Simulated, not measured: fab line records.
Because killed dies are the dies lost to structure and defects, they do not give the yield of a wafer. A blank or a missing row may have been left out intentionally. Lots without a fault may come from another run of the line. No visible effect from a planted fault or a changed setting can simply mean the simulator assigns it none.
Code-filled problem report in 8D (eight disciplines) form + flow n5Finfet + the parts of the form that need people (team, actions taken, sign-off) are left out

## 1. PROBLEM STATEMENT
Wafers without a fault read 36, standard deviation 9.5; killed_at_M0_to_M3 at N5_PASSIVATION_PROBE_49 reads a mean of 158 on 6 wafers belonging to 2 lots. Measured from the usual mean, that is +13 standard deviations.
First seen on wafer L605.2, day 15 18:40, on prober-02. At this step, 32 wafers from 11 lots have a number in the record. The rule behind "out" and "out of limits": a value lying over 4 standard deviations away from the usual mean. All remaining wafers that have a number are taken as sound.

## 2. WHAT IT IS, WHAT IT ISN'T
| question                    | is                                                                                               | is not                                                                    |
|-----------------------------|--------------------------------------------------------------------------------------------------|---------------------------------------------------------------------------|
| which readings at this step | killed_at_M0_to_M3, defectLimitedYield, killedDies, sort_bin_5_function, sortNPass, sortYieldPct | killedAtContacts, killedAtFrontEnd, killedAtOther, killedShort            |
| which lots                  | L605, L606                                                                                       | L592, L593, L594, L595, L597, L598, L600, L612, L614                      |
| which wafers of those lots  | all that have a number                                                                           | -                                                                         |
| read on which tools         | prober-02                                                                                        | prober-01                                                                 |
| when                        | from day 15 18:40                                                                                | up to then (20 sound wafers); but 6 sound wafers of L612, L614 came after |

## 3. THE SUSPECTS, EACH WITH WHAT RULES IT OUT
Counting: a tool stays on the suspect list if, at a process step up to the reading, it processed all lots that are out and no sound lot following the first of them.
- pvdSputter-01 at N5_BEOL_M2_SPUTTER_86 (material Cu, target thk 4.5 nm, time 8.29 s): kept. It ran every lot that is out, first L605 (day 9 21:20), and no sound lot after that; its last sound lot up to then is L597 (day 8 09:29).
- prober-02 at N5_PASSIVATION_PROBE_49: kept. It ran every lot that is out, first L605 (day 15 18:40), and no sound lot after that; its last sound lot up to then is L600 (day 14 23:45). Its own readings are out on those wafers: defectLimitedYield, killed_at_M0_to_M3, killedDies, sort_bin_5_function, sortNPass, sortYieldPct.
The count leaves prober-02 at N5_PASSIVATION_PROBE_49 and pvdSputter-01 at N5_BEOL_M2_SPUTTER_86.

## 4. THE CAUSE (what the simulator had put in)
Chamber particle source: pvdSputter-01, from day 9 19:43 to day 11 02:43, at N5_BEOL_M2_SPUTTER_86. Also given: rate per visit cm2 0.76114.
Of the 2 suspects that counting leaves, this tool is one.

## 5. THE CHAIN OF EFFECTS, in route order
Each row: a reading whose mean over the struck wafers that have a number lies more than 3 standard deviations from the usual. Scope: only readings with a usual standard deviation given in the record; hours: median across lots of the time from each lot's start at the first step in this table that gives one to its start at this step; sigmas: change in usual standard deviations.
| hours | step                    | reading             | usual  | on struck wafers | change | sigmas |
|-------|-------------------------|---------------------|--------|------------------|--------|--------|
| 0     | N5_PASSIVATION_PROBE_49 | defectLimitedYield  | 91.0 % | 80.4             | -10.6  | -8.2   |
| 0     | N5_PASSIVATION_PROBE_49 | killed_at_M0_to_M3  | 36     | 158              | +122   | +13    |
| 0     | N5_PASSIVATION_PROBE_49 | killedDies          | 107    | 231              | +124   | +8.3   |
| 0     | N5_PASSIVATION_PROBE_49 | sort_bin_5_function | 5.3 %  | 12.3             | +7.0   | +7.7   |
| 0     | N5_PASSIVATION_PROBE_49 | sortNPass           | 1073   | 949              | -124   | -8.3   |
| 0     | N5_PASSIVATION_PROBE_49 | sortYieldPct        | 91.0 % | 80.4             | -10.6  | -8.2   |
Its process steps:
- N5_PASSIVATION_PROBE_49

## 6. WHAT WOULD HAVE CAUGHT IT SOONER
The fault began at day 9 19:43; the first out-of-limits reading in this record came at day 15 18:40, 143 hours later.
An alarm limit of 4 standard deviations would not have fired on the tool readings at N5_BEOL_M2_SPUTTER_86 for which the record gives a usual standard deviation, since none of them was out on any struck wafer.
Each of the lots that are out, 2 in all, had begun N5_BEOL_M2_SPUTTER_86 on pvdSputter-01 no later than day 15 18:40. Had the tool been put on hold then, not one of them would have been saved.
